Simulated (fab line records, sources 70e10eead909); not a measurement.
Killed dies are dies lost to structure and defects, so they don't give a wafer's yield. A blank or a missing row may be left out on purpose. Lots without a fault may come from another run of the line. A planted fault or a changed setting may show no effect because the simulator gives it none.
Which tool did it? | flow nand_harc | 13 lots, 39 wafers sampled, at 4 steps of a route of 1302

WHAT THE GAUGES READ, wafer by wafer
NHARC_END_SORT_01. Usual: killed_at_array 47, standard deviation 14; killed_at_other 0.5, standard deviation 0.72; killed_at_periphery 4, standard deviation 3.1; killed_dies 52, standard deviation 15; killed_open 3.2, standard deviation 1.9; killed_short 2.4, standard deviation 1.7.
lot  | measured     | on        | killed_at_array | killed_at_other | killed_at_periphery | killed_dies | killed_open | killed_short | flag
L742 | day 32 17:05 | prober-01 | 41 45           | 2 0             | 3 4                 | 46 49       | 1 1         | 0 4          |
L743 | day 32 06:51 | prober-01 | 104 105 124     | 0 0 0           | 8 3 9               | 112 108 133 | 1 3 5       | 1 0 0        | OFF
L744 | day 32 17:05 | prober-02 | 95 126 106      | 0 0 0           | 4 3 1               | 99 129 107  | 5 1 2       | 2 0 2        | OFF

WHICH TOOL RAN EACH LOT (tool, then ch and the chambers of the sampled wafers, then the start)
lot  | NHARC_A_WL_FILL_CVD_03        | NHARC_A_BONDPAD_ETCH_34            | NHARC_A_BONDPAD_PRE_CLEAN_26
L734 | cvd_w-01 ch 0,1, day 20 02:35 | rie_diel-07 ch 0,2, day 22 19:34   | pvd_sputter-03, no start
L731 | cvd_w-02 ch 0,1, day 20 06:11 | rie_diel-02 ch 0,3, day 22 21:07   | pvd_sputter-03, no start
L735 | cvd_w-01 ch 0,1, day 21 11:23 | rie_diel-03 ch 0,1,2, day 24 02:42 | pvd_sputter-01, no start
L739 | cvd_w-02 ch 0,1, day 22 21:09 | rie_diel-02 ch 1,2,3, day 25 15:04 | pvd_sputter-03, no start
L742 | cvd_w-02 ch 0,1, day 23 12:44 | rie_diel-02 ch 1,2, day 26 11:27   | pvd_sputter-02, day 32 17:05 or earlier
L743 | cvd_w-01 ch 0,1, day 23 17:37 | rie_diel-07 ch 0,2,3, day 26 17:36 | pvd_sputter-03, day 32 06:51 or earlier
L744 | cvd_w-01 ch 0,1, day 24 01:15 | rie_diel-02 ch 0,3, day 27 01:35   | pvd_sputter-03, day 32 17:05 or earlier
L746 | cvd_w-02 ch 0,1, day 25 09:31 | rie_diel-02 ch 0,1,2, day 28 04:38 | pvd_sputter-02, no start
L747 | cvd_w-02 ch 0,1, day 25 18:23 | rie_diel-07 ch 2,3, day 28 14:19   | pvd_sputter-03, no start
L749 | cvd_w-01 ch 0, day 26 15:40   | rie_diel-07 ch 2,3, day 29 08:53   | pvd_sputter-02, no start
L750 | cvd_w-01 ch 0, day 26 16:22   | rie_diel-02 ch 0,1, day 29 08:05   | pvd_sputter-02, no start
L751 | cvd_w-01 ch 0,1, day 28 02:42 | rie_diel-02 ch 1,2,3, day 30 14:50 | pvd_sputter-02, no start
L753 | cvd_w-01 ch 0,1, day 29 04:08 | rie_diel-02 ch 0,2,3, day 31 20:59 | pvd_sputter-03, no start
- NHARC_A_WL_FILL_CVD_03: deposits W, target thk 40 nm, time 279 s.
- NHARC_A_BONDPAD_ETCH_34: etches the open film in N2/H2, target depth 60 nm, overetch 18 nm, time 65.91 s.
- NHARC_A_BONDPAD_PRE_CLEAN_26: time 30 s.

WHAT THE TOOLS THEMSELVES READ (means of the sampled wafers that have a number; where no wafer has one, the mark that the record gives instead)
NHARC_A_WL_FILL_CVD_03. Usual: chamber_pressure_Torr 40.00 Torr, standard deviation 0.079; heater_power_w 485 W, standard deviation 66; mfc_wf6_sccm 39.95 sccm, standard deviation 0.11; throttle_valve_pct 7.94 %, standard deviation 0.26.
lot  | tool     | chamber_pressure_Torr (Torr) | heater_power_w (W) | mfc_wf6_sccm (sccm) | throttle_valve_pct (%) | flag
L734 | cvd_w-01 | 40.00                        | 464                | 40.01               | 7.65                   |
L731 | cvd_w-02 | 39.93                        | 516                | 40.01               | 7.91                   |
L735 | cvd_w-01 | 39.99                        | 465                | 39.94               | 7.93                   |
L739 | cvd_w-02 | 39.97                        | 515                | 39.92               | 7.99                   |
L742 | cvd_w-02 | 40.06                        | 503                | 39.98               | 8.24                   |
L743 | cvd_w-01 | 40.01                        | 497                | 39.92               | 7.60                   |
L744 | cvd_w-01 | 40.03                        | 494                | 39.86               | 7.64                   |
L746 | cvd_w-02 | 39.96                        | 520                | 40.07               | 8.08                   |
L747 | cvd_w-02 | 40.05                        | 495                | 39.88               | 8.21                   |
L749 | cvd_w-01 | 40.03                        | 387                | 39.89               | 7.66                   |
L750 | cvd_w-01 | 39.92                        | 389                | 39.99               | 7.40                   |
L751 | cvd_w-01 | 39.95                        | 449                | 40.06               | 7.96                   |
L753 | cvd_w-01 | 39.98                        | 494                | 39.97               | 7.78                   |

NHARC_A_BONDPAD_ETCH_34. Usual: chamber_pressure_mTorr 30.00 mTorr, standard deviation 0.037; drypump_motor_current_A 6.0 A, standard deviation 0.44; h2_flow_sccm 150.0 sccm, standard deviation 0.48; oes_product_au 1.001 a.u., standard deviation 0.0073; rf_vpp_V 430.6 V, standard deviation 2.6; showerhead_plenum_p_Torr 2.04 Torr, standard deviation 0.092; throttle_valve_pct 14.169 %, standard deviation 0.0089.
lot  | tool        | chamber_pressure_mTorr (mTorr) | drypump_motor_current_A (A) | h2_flow_sccm (sccm) | oes_product_au (a.u.) | rf_vpp_V (V) | showerhead_plenum_p_Torr (Torr) | throttle_valve_pct (%) | flag
L734 | rie_diel-07 | 29.98                          | 6.0                         | 149.6               | 1.005                 | 430.9        | 2.07                            | 14.172                 |
L731 | rie_diel-02 | 29.99                          | 6.6                         | 149.7               | 1.010                 | 430.4        | 2.04                            | 14.170                 |
L735 | rie_diel-03 | 30.02                          | 5.4                         | 149.4               | 1.001                 | 430.1        | 2.00                            | 14.174                 |
L739 | rie_diel-02 | 30.01                          | 5.9                         | 150.2               | 0.988                 | 431.1        | 2.04                            | 14.162                 |
L742 | rie_diel-02 | 29.99                          | 5.7                         | 150.4               | 1.005                 | 429.9        | 2.00                            | 14.162                 |
L743 | rie_diel-07 | 30.03                          | 5.8                         | 150.3               | 1.007                 | 430.0        | 2.03                            | 14.169                 |
L744 | rie_diel-02 | 30.00                          | 6.4                         | 150.4               | 0.999                 | 430.6        | 2.05                            | 14.167                 |
L746 | rie_diel-02 | 30.00                          | 6.1                         | 149.8               | 1.010                 | 429.2        | 2.02                            | 14.172                 |
L747 | rie_diel-07 | 29.98                          | 5.7                         | 149.8               | 1.005                 | 427.4        | 1.92                            | 14.170                 |
L749 | rie_diel-07 | 29.99                          | 5.8                         | 150.2               | 0.999                 | 427.8        | 1.95                            | 14.169                 |
L750 | rie_diel-02 | 29.99                          | 6.4                         | 150.4               | 1.004                 | 432.0        | 2.08                            | 14.163                 |
L751 | rie_diel-02 | 29.99                          | 6.0                         | 150.3               | 1.001                 | 431.3        | 2.04                            | 14.172                 |
L753 | rie_diel-02 | 29.98                          | 6.1                         | 149.6               | 1.002                 | 429.5        | 2.01                            | 14.178                 |

NHARC_A_BONDPAD_PRE_CLEAN_26. Usual: heater_power_w 401 W, standard deviation 50.
lot  | tool           | heater_power_w (W) | flag
L734 | pvd_sputter-03 | 421                |
L731 | pvd_sputter-03 | 400                |
L735 | pvd_sputter-01 | 389                |
L739 | pvd_sputter-03 | 415                |
L742 | pvd_sputter-02 | 376                |
L743 | pvd_sputter-03 | 428                |
L744 | pvd_sputter-03 | 427                |
L746 | pvd_sputter-02 | 383                |
L747 | pvd_sputter-03 | 414                |
L749 | pvd_sputter-02 | 367                |
L750 | pvd_sputter-02 | 387                |
L751 | pvd_sputter-02 | 356                |
L753 | pvd_sputter-03 | 406                |

THE ANSWER, worked out from the rows above alone
Rule: a lot is off if the mean of its wafers that have a number lies more than 3 standard deviations from the usual mean. A lot without any number at a reading at which 4 lots or more have one is off too. The other lots that the step has rows for count as sound. The gauges are gone through in route order, then the tools' own readings, and for those a lot's mean is taken as printed above. The first step at which some lot is off is used, and at that step the reading that is off furthest; a lot without a number counts as furthest.
Off: L743, L744, at NHARC_END_SORT_01 (killed_at_array). Neither off nor sound, because the step has no rows for them: L734, L731, L735, L739, L746, L747, L749, L750, L751, L753.
A tool fits if, at a process step before that reading, it ran every lot that is off, and no sound lot after the first of them. The gauges at NHARC_END_SORT_01 are tried like those tools. NHARC_A_BONDPAD_PRE_CLEAN_26 gives no start for some lots, so the hours and the order of its lots are those of NHARC_END_SORT_01. Can't be told from this: 2 tools fit, cvd_w-01 at NHARC_A_WL_FILL_CVD_03, pvd_sputter-03 at NHARC_A_BONDPAD_PRE_CLEAN_26.

WHAT THE SIMULATOR HAD PUT IN
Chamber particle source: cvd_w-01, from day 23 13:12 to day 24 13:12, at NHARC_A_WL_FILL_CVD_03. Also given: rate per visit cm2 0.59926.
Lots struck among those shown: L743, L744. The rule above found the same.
